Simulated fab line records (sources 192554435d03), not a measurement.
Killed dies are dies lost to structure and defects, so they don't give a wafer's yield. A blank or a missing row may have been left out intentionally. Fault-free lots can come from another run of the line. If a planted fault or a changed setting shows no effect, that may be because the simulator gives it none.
A struck lot beside a sound one || flow n5Finfet || 27 out of 1938 route steps
Sound: these wafers, L626.3, L626.4, L626.6. Wafers struck: L625.1, L625.3, L625.6. Last of all comes the cause.
For every step that has rows: the tool of each side, followed by ch and its chambers, followed by its first start. Under that, the readings that differ: sound wafers || struck wafers || difference of the means || sigmas: that difference in standard deviations of wafers without a fault.
alike: words and numbers the same on both sides, and readings whose means are apart by under 2 such deviations; not compared: readings that were withheld, readings missing a value for some wafer, numbers with overlapping values and no deviation given by the record, and bounds like >300 which may hide the same value.
The two part at a step that has a row with sigmas, a row that says differs or no value, or rows on one side only. When numbers do not overlap yet have no deviation, they are printed without sigmas and do not part them. A reading missing from all wafers of one side parts the sides only when that side holds two or more wafers.

first, 9 steps without rows for these wafers: N5_MIM_BOT_LITHO_EBR_04; N5_MIM_BOT_LITHO_SOFTBAKE_03 (time 90 s); N5_MIM_BOT_LITHO_EXPOSE_05 (exposes mask MIM BOT); N5_MIM_BOT_LITHO_PEB_06; N5_MIM_BOT_LITHO_DEVELOP_07 (develop time 60 s); N5_MIM_BOT_LITHO_HARDBAKE_09 (time 120 s); N5_MIM_BOT_LITHO_DESCUM_10 (chemistry O2, time 7.9 s); N5_MIM_BOT_ETCH_ETCH_04 (etches SiNx in CF4/O2, target depth 26 nm, time 13 s); N5_MIM_BOT_ETCH_ETCH_03 (etches the open film in Cl2/BCl3, target depth 12 nm).
N5_MIM_BOT_ETCH_ETCH_00: etches TiN in Cl2/BCl3, target depth 45.5 nm.
  sound on rieMetal-01 ch 0,1, day 18 16:11; struck on rieMetal-02 ch 0,1, day 17 09:36
{"reading": "oesProductAu (a.u.)", "sound": "0.73 0.72 0.73", "struck": "0.86 0.86 0.90", "difference": "+0.15", "sigmas": "+2"}
  alike: drypumpMotorCurrentA, mfcCl2Sccm, oes_ar_750_au, throttleValvePct
  not compared: rfHoursCounterH
then, 14 steps without rows for these wafers: N5_MIM_BOT_ETCH_STRIP_01 (strips in O2); N5_MIM_BOT_ETCH_STRIP_02 (strips in post etch residue remover, time 1200 s); N5_MIM_BOT_ETCH_CLEAN_05 (cleans in IPA, time 180 s); N5_MIM_BOT_ETCH_SRD_06 (time 30 s); N5_PASSIVATION_PECVD_55 (deposits SiO2 from SiH4/N2O, target thk 400 nm, time 22.5 s); N5_PASSIVATION_PECVD_01 (deposits SiNx from SiH4/NH3/N2, target thk 200 nm, time 43.2 s); N5_PASSIVATION_HMDS_03 (time 60 s); N5_PASSIVATION_COAT_04; N5_PASSIVATION_EBR_06; N5_PASSIVATION_SOFTBAKE_05 (time 90 s); N5_PASSIVATION_EXPOSE_07 (exposes mask TV, defocus 0 nm, target cd 3000 nm); N5_PASSIVATION_PEB_08; N5_PASSIVATION_DEVELOP_09 (develop time 60 s); N5_PASSIVATION_HARDBAKE_11 (time 120 s).
N5_PASSIVATION_INSPECT_61: inspects for defects (macro).
  sound: defectInspect-02 at day 18 17:23; struck: defectInspect-02 at day 17 13:39
{"reading": "rawDefectCount", "sound": "3 1 2", "struck": ">300 298 259", "difference": "differs", "sigmas": ""}
then, 1 step without rows for these wafers: N5_PASSIVATION_DESCUM_12 (chemistry O2, time 7.9 s).
N5_PASSIVATION_PROBE_49:
  only the struck wafers here have rows in the record (prober-02, day 17 20:27); the sound ones have none

== WHERE THEY PART ==
Earliest at N5_MIM_BOT_ETCH_ETCH_00; latest, in this record, at N5_PASSIVATION_PROBE_49.

WHY: whatever the simulator had introduced
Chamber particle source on rieMetal-02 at N5_MIM_BOT_ETCH_ETCH_00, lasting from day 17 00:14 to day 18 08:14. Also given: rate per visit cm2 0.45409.
